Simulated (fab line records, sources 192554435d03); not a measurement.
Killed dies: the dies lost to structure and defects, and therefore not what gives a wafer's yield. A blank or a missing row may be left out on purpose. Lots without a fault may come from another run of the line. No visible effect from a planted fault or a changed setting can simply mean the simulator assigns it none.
A lot that was struck, set against a sound lot | flow n5-finfet | 23 out of 1938 route steps
Sound: these wafers, L451.3, L451.5, L451.6. The struck wafers were L470.2, L470.3, L470.6. At the end, the cause is stated.
Per side, at each step with rows, come the tool, then ch with its chambers, and then its first start. Under that, the readings that differ: sound wafers | struck wafers | difference of the means | sigmas: that difference in standard deviations of wafers without a fault.
alike: words and numbers the same on both sides, and readings whose means are apart by under 2 such deviations; not compared: readings that were withheld, readings missing a value for some wafer, numbers with overlapping values and no deviation given by the record, and bounds like >300 which may hide the same value.
Wherever a step has rows on one side only, a row that says differs or no value, or a row with sigmas, the two part there. Numbers that have no deviation but don't overlap get no sigmas and don't part them. A reading that every wafer of one side lacks parts them only if that side has two wafers or more.

first, 8 steps without rows for these wafers: N5_BEOL_M7_ANNEAL_51 (time 90 s); N5_BEOL_M7_CMP_52 (polishes, stops on SiCOH lowk, t overpolish 6.9 s, target thk 80 nm); N5_BEOL_M7_PRE_CLEAN_55 (time 15 s); N5_BEOL_M7_DEP_56 (deposits SiCN from 3MS/NH3, target thk 10 nm, time 17.5 s); N5_BEOL_M8_ILD_DEP_00 (deposits SiCOH lowk from DEMS/porogen, target thk 179.75 nm, time 33.4 s); N5_BEOL_M8_CURE_74 (cures SiCOH lowk, time 240 s); N5_BEOL_M8_PECVD_70 (deposits SiO2 from TEOS/O2, target thk 20 nm, time 22.7 s); N5_BEOL_M8_HM_DEP_02 (deposits TiN, target thk 20 nm).
N5_BEOL_M8_COAT_59: time 60 s, resist thk 100 nm.
  sound on litho-track-04 ch 0, day 9 07:29; struck on litho-track-04 ch 0, day 13 19:01
  reading                                  | sound                | struck               | difference | sigmas
  spin-speed-rpm (rpm)                     | 1501.6 1500.6 1500.8 | 1169.4 1168.4 1169.8 | -331.8     | -99 or more
  model.SOC_of_BEOL_M8_COAT_59.thk-nm (nm) | 99.6 99.6 99.4       | 113 113.2 113        | +14        |
then, 9 steps without rows for these wafers: N5_BEOL_M8_COAT_60 (time 60 s, resist thk 35 nm); N5_BEOL_M8_COAT_05 (resist thk 90 nm); N5_BEOL_M8_EBR_07; N5_BEOL_M8_SOFTBAKE_06 (time 60 s); N5_BEOL_M8_EXPOSE_08 (exposes mask M8); N5_BEOL_M8_PEB_09 (peb time 60 s); N5_BEOL_M8_DEVELOP_10 (develop time 30 s); N5_BEOL_M8_DESCUM_16 (chemistry O2, time 7.9 s); N5_BEOL_M8_ETCH_61 (etches SiARC in CF4, target depth 45.5 nm, time 75.8 s).
N5_BEOL_M8_ETCH_62: etches SOC in N2/H2, target depth 110 nm, overetch 22 nm, time 165 s.
  sound on rie-diel-06 ch 0,1, day 9 08:01; struck on rie-diel-06 ch 0,1,2, day 13 19:38
  reading                  | sound             | struck            | difference | sigmas
  oes-product-au (a.u.)    | 0.57 0.61 0.57    | 0.76 0.84 0.63    | +0.16      | +2
  model.etch.depth-nm (nm) | 99.59 99.52 99.44 | 112.9 113.2 112.9 | +13.5      |
  alike: drypump-motor-current-A, rf-vpp-V, showerhead-plenum-p-Torr, throttle-valve-pct
  not compared: rf-hours-counter-h
then, 2 steps without rows for these wafers: N5_BEOL_M8_STRIP_68 (strips in N2/H2); N5_BEOL_M8_STRIP_67 (strips in CF4).
N5_BEOL_M8_HM_OPEN_17: chemistry Cl2/BCl3, target TiN, target depth 20 nm, overetch 6 nm.
  sound on rie-metal-01 ch 0,1, day 9 08:13; struck on rie-metal-03 ch 0,1, day 13 19:49
  reading                                  | sound        | struck          | difference | sigmas
  model.SOC_of_BEOL_M8_COAT_59.thk-nm (nm) | 92 91.8 91.6 | 104.6 104.8 105 | +13.0      |
  alike: drypump-motor-current-A, he-backside-leak-sccm, mfc-ar-sccm, oes_ar_750_au, oes-product-au, throttle-valve-pct
  not compared: rf-hours-counter-h
then, 1 step without rows for these wafers: N5_BEOL_M8_STRIP_19 (strips in O2).

== WHERE THEY PART ==
At N5_BEOL_M8_COAT_59 first; at N5_BEOL_M8_ETCH_62 last (within this record only). Later steps at which nothing parts them and some readings are alike: N5_BEOL_M8_HM_OPEN_17.

WHY: whatever the simulator had introduced
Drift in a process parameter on litho-track-04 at N5_BEOL_M8_COAT_59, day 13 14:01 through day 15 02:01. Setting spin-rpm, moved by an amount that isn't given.
